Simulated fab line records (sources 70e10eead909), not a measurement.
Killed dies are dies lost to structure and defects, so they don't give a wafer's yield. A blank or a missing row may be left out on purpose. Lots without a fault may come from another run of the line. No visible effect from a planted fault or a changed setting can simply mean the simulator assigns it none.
A struck lot beside a sound one :: flow nand_harc :: 42 steps out of a route of 1302
Sound: wafers L284.1, L284.2, L284.4. The struck wafers were L290.1, L290.3, L290.6. The cause comes at the end.
Each step with rows lists, per side, the tool, then ch with its chambers, then its first start. Under that, the readings that differ: sound wafers :: struck wafers :: difference of the means :: sigmas: that difference in standard deviations of wafers without a fault.
alike: words and numbers the same on both sides, and readings whose means are apart by under 2 such deviations; not compared: readings that were withheld, readings missing a value for some wafer, numbers with overlapping values and no deviation given by the record, and bounds like >300 which may hide the same value.
The two part at a step that has a row with sigmas, a row that says differs or no value, or rows on one side only. Non-overlapping numbers with no deviation appear without sigmas and do not part them. A reading that every wafer of one side lacks parts them only if that side has two wafers or more.

NHARC_P_GATE_STRIP_101: strips in O2, time 20 s.
  sound on rie_diel-01 ch 1,2,3, day 6 03:34; struck on rie_diel-02 ch 1,2,3, day 8 19:55
  alike: drypump_motor_current_A, mfc_ar_sccm, oes_product_au, rf_vpp_V, showerhead_plenum_p_Torr, throttle_valve_pct
  not compared: rf_hours_counter_h
then, 11 steps without rows for these wafers: NHARC_P_GATE_PRECLEAN_97 (cleans in SPM, time 600 s); NHARC_P_GATE_SRD_98; NHARC_P_GATE_PRECLEAN_99 (cleans in SC1); NHARC_P_GATE_SRD_100; NHARC_P_GATE_DEHYDRATE_38 (time 120 s); NHARC_P_GATE_HMDS_39 (time 30 s); NHARC_P_GATE_COAT_40; NHARC_P_GATE_SOFTBAKE_41 (time 95 s); NHARC_P_GATE_EBR_42; NHARC_P_GATE_EXPOSE_43 (exposes mask P NSD, target cd 720 nm); NHARC_P_GATE_PEB_44 (peb time 85 s).
NHARC_P_GATE_DEVELOP_45: time 70 s.
  sound on litho_track-03 ch 0, day 6 04:00; struck on litho_track-03 ch 0, day 8 20:00
then, 1 step without rows for these wafers: NHARC_P_GATE_HARDBAKE_47 (time 80 s).
NHARC_P_GATE_DESCUM_48: chemistry O2, time 3 s.
  sound on rie_diel-01 ch 0,1,3, day 6 04:40; struck on rie_diel-01 ch 0,2,3, day 8 20:53
reading: model.P_GATE.cd_nm (nm)
sound: 718 719.2 717.2
struck: 120.3 116.6 118.1
difference: -599.8
sigmas: 
  alike: drypump_motor_current_A, mfc_ar_sccm, oes_product_au, rf_vpp_V, showerhead_plenum_p_Torr, throttle_valve_pct
  not compared: rf_hours_counter_h
then, 1 step without rows for these wafers: NHARC_P_GATE_IMPLANT_49.
NHARC_P_GATE_STRIP_111: strips in N2/H2, time 250 s.
  sound on plasma_asher-02 ch 0,1, day 6 05:07; struck on plasma_asher-02 ch 1, day 8 21:19
  alike: drypump_motor_current_A, heater_power_w, rf_refl_power_W
  not compared: rf_hours_counter_h
then, 11 steps without rows for these wafers: NHARC_P_GATE_STRIP_75 (strips in O2); NHARC_P_GATE_STRIP_50 (strips in SPM, time 900 s); NHARC_P_GATE_DEHYDRATE_51 (time 120 s); NHARC_P_GATE_HMDS_52 (time 30 s); NHARC_P_GATE_COAT_53; NHARC_P_GATE_SOFTBAKE_54 (time 95 s); NHARC_P_GATE_EBR_55; NHARC_P_GATE_EXPOSE_56 (exposes mask P PSD, target cd 720 nm); NHARC_P_GATE_PEB_57 (peb time 85 s); NHARC_P_GATE_DEVELOP_58 (time 70 s); NHARC_P_GATE_HARDBAKE_60 (time 80 s).
NHARC_P_GATE_DESCUM_61: chemistry O2, time 3 s.
  sound on rie_diel-01 ch 0,1,2, day 6 06:23; struck on rie_diel-09 ch 2,3, day 8 22:40
  alike: drypump_motor_current_A, mfc_ar_sccm, oes_product_au, rf_vpp_V, showerhead_plenum_p_Torr, throttle_valve_pct
  not compared: rf_hours_counter_h
then, 1 step without rows for these wafers: NHARC_P_GATE_IMPLANT_62.
NHARC_P_GATE_STRIP_112: strips in N2/H2, time 200 s.
  sound on plasma_asher-01 ch 0,1, day 6 06:48; struck on plasma_asher-02 ch 0, day 8 23:01
reading: rf_refl_power_W (W)
sound: 19 14 18
struck: 26 25 26
difference: +9
sigmas: +2
  alike: drypump_motor_current_A, heater_power_w
  not compared: rf_hours_counter_h
NHARC_P_GATE_STRIP_76: strips in O2.
  sound on plasma_asher-01 ch 0,1, day 6 07:04; struck on plasma_asher-02 ch 0, day 8 23:17
reading: rf_refl_power_W (W)
sound: 17 14 18
struck: 25 26 25
difference: +9
sigmas: +2
  alike: drypump_motor_current_A, heater_power_w
  not compared: rf_hours_counter_h
then, 8 steps without rows for these wafers: NHARC_P_GATE_STRIP_63 (strips in SPM, time 900 s); NHARC_P_GATE_DEHYDRATE_83 (time 120 s); NHARC_P_GATE_HMDS_84 (time 30 s); NHARC_P_GATE_COAT_85; NHARC_P_GATE_SOFTBAKE_86 (time 95 s); NHARC_P_GATE_EBR_87; NHARC_P_GATE_EXPOSE_88 (exposes mask P HVN, target cd 2000 nm); NHARC_P_GATE_PEB_89 (peb time 85 s).
NHARC_P_GATE_DESCUM_93: chemistry O2, time 3 s.
  sound on rie_diel-01 ch 1,2,3, day 6 08:08; struck on rie_diel-02 ch 0,1, day 9 00:22
reading: model.P_GATE.cd_nm (nm)
sound: 1998 1999 1998
struck: 120.3 116.6 118.1
difference: -1880.0
sigmas: 
  alike: drypump_motor_current_A, mfc_ar_sccm, oes_product_au, rf_vpp_V, showerhead_plenum_p_Torr, throttle_valve_pct
  not compared: rf_hours_counter_h
-- the record jumps here: 19 days lie between the struck wafers' starts before and after (it left off in module P_GATE and takes up again in module END, whose first step shown is number 1302 of the route) --
NHARC_END_SORT_01:
  here the record holds rows for the struck wafers (prober-02 ch 0, day 27 21:40) but none for the sound ones

WHERE THEY PART
First at NHARC_P_GATE_STRIP_112; last, within this record, at NHARC_END_SORT_01.

WHY: what had been put in by the simulator
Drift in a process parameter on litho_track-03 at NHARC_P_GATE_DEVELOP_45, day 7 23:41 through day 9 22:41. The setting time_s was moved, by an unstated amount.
